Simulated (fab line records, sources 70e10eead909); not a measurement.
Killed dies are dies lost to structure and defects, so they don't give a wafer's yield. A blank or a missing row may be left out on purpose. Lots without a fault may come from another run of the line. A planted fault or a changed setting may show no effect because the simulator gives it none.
Chamber matching | flow nand_harc | NHARC_A_BONDPAD_CMP_19 on cmp-01: 4 sister chambers
The step polishes, t overpolish 30 s, cu recess touch 16 s, target thk 169.82 nm. 4 wafers are shown with their chamber, then 7 later ones without.

WAFERS WITH THEIR CHAMBER
wafer  | chamber | motor_current_A (A)
L086.4 | 0       | 12.9
L090.6 | 3       | 11.2
L087.2 | 2       | 13.5
L087.4 | 1       | 13.2

WAFERS WITHOUT THEIR CHAMBER
wafer  | motor_current_A (A)
L087.5 | 11.6
L088.1 | 14.0
L088.5 | 13.9
L088.6 | 13.1
L096.4 | 13.4
L096.5 | 13.3
L096.6 | 12.8

WHICH CHAMBER EACH WENT THROUGH
wafer  | from the rows above          | in truth
L087.5 | 3                            | 3
L088.1 | can't be placed: 2 or 1      | 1
L088.5 | can't be placed: 2 or 1      | 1
L088.6 | can't be placed: 1 or 0 or 2 | 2
L096.4 | can't be placed: 2 or 1 or 0 | 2
L096.5 | can't be placed: 1 or 2 or 0 | 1
L096.6 | can't be placed: 0 or 1      | 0
Placed correctly: 1 of 7. Can't be placed from these rows: 6 (the true chamber is among the candidates in 6). Placed wrongly: 0.
How it was worked out, from the rows above alone: a wafer's distance from a chamber is the root of the sum, over the readings, of the square of ((its reading less the chamber's mean) divided by the reading's scatter). The wafer belongs to the nearest chamber; if the next one is less than 2 further off, it can't be placed. A chamber's mean is the mean of its shown wafers. The scatter: with one shown wafer a chamber, the root of the mean of the squares of how far each hidden wafer lies from its nearest shown one.
